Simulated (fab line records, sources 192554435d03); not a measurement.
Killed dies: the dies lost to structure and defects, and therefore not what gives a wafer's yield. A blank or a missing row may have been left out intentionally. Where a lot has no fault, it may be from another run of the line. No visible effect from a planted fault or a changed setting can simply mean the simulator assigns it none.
Matching of chambers | flow n5-finfet | pecvd-02 running N5_BEOL_M5_DEP_56: 3 sister chambers
The step deposits SiCN from 3MS/NH3, target thk 8 nm, time 14 s. 3 wafers are shown with their chamber, then 11 later ones without.

WAFERS WITH THEIR CHAMBER
wafer  | chamber | throttle-valve-pct (%)
L081.5 | 1       | 8.1
L082.4 | 2       | 8.7
L085.3 | 0       | 9.3

WAFERS WITH NO CHAMBER GIVEN
wafer  | throttle-valve-pct (%)
L085.4 | 8.3
L085.6 | 8.8
L094.1 | 8.3
L094.2 | 8.3
L094.3 | 9.6
L094.4 | 8.5
L094.5 | 9.5
L094.6 | 8.7
L095.2 | 9.3
L095.3 | 8.4
L095.5 | 9.5

CHAMBER TAKEN BY EACH
wafer  | from the rows above     | in truth
L085.4 | can't be placed: 1 or 2 | 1
L085.6 | 2                       | 2
L094.1 | can't be placed: 1 or 2 | 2
L094.2 | can't be placed: 1 or 2 | 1
L094.3 | 0                       | 0
L094.4 | can't be placed: 2 or 1 | 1
L094.5 | 0                       | 0
L094.6 | 2                       | 2
L095.2 | 0                       | 0
L095.3 | can't be placed: 2 or 1 | 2
L095.5 | 0                       | 0
Correctly placed: 6 of 11. Cannot be placed on the basis of these rows: 5; the candidates contain the true chamber in 5. 0 placed wrongly.
How it was worked out, from the rows above alone: a wafer's distance from a chamber is the root of the sum, over the readings, of the square of ((its reading less the chamber's mean) divided by the reading's scatter). If the next closest chamber is less than 2 further off than the closest, the wafer can't be placed; otherwise it belongs to the closest. The mean given for a chamber averages the wafers shown for that chamber. The scatter: root of mean squared gap, hidden wafer to nearest shown wafer, with one shown wafer a chamber.
